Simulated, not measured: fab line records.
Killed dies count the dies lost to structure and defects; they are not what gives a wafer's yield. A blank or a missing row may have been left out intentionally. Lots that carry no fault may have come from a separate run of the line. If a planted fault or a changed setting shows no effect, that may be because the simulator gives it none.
Chamber matching | flow n5Finfet | N5_BEOL_M4_ILD_DEP_00 on pecvd-03: 3 sister chambers
The step deposits SiOC from DEMS/O2, target thk 79 nm, time 15.3 s. 3 wafers are shown with their chamber, then 11 later ones without.

EACH WAFER AND ITS CHAMBER
wafer  | chamber | throttleValvePct (%)
L084.3 | 2       | 10.7
L084.4 | 1       | 12.5
L087.1 | 0       | 14.6

WAFERS MISSING THEIR CHAMBER
wafer  | throttleValvePct (%)
L087.4 | 14.5
L087.5 | 10.7
L086.1 | 14.6
L086.4 | 12.6
L086.5 | 10.6
L093.1 | 14.4
L093.3 | 10.7
L093.5 | 10.8
L097.1 | 14.4
L097.3 | 12.6
L097.4 | 10.8

CHAMBER TAKEN BY EACH
wafer  | from the rows above | in truth
L087.4 | 0                   | 0
L087.5 | 2                   | 2
L086.1 | 0                   | 0
L086.4 | 1                   | 1
L086.5 | 2                   | 2
L093.1 | 0                   | 0
L093.3 | 2                   | 2
L093.5 | 2                   | 2
L097.1 | 0                   | 0
L097.3 | 1                   | 1
L097.4 | 2                   | 2
11 of 11 placed correctly. Can't be placed from these rows: 0. 0 placed wrongly.
How it was worked out, from the rows above alone: a wafer's distance from a chamber is the root of the sum, over the readings, of the square of ((its reading less the chamber's mean) divided by the reading's scatter). The wafer belongs to the nearest chamber; if the next one is less than 2 further off, it can't be placed. Each chamber's mean is taken over the wafers shown for it. The scatter: with one shown wafer a chamber, the root of the mean of the squares of how far each hidden wafer lies from its nearest shown one.
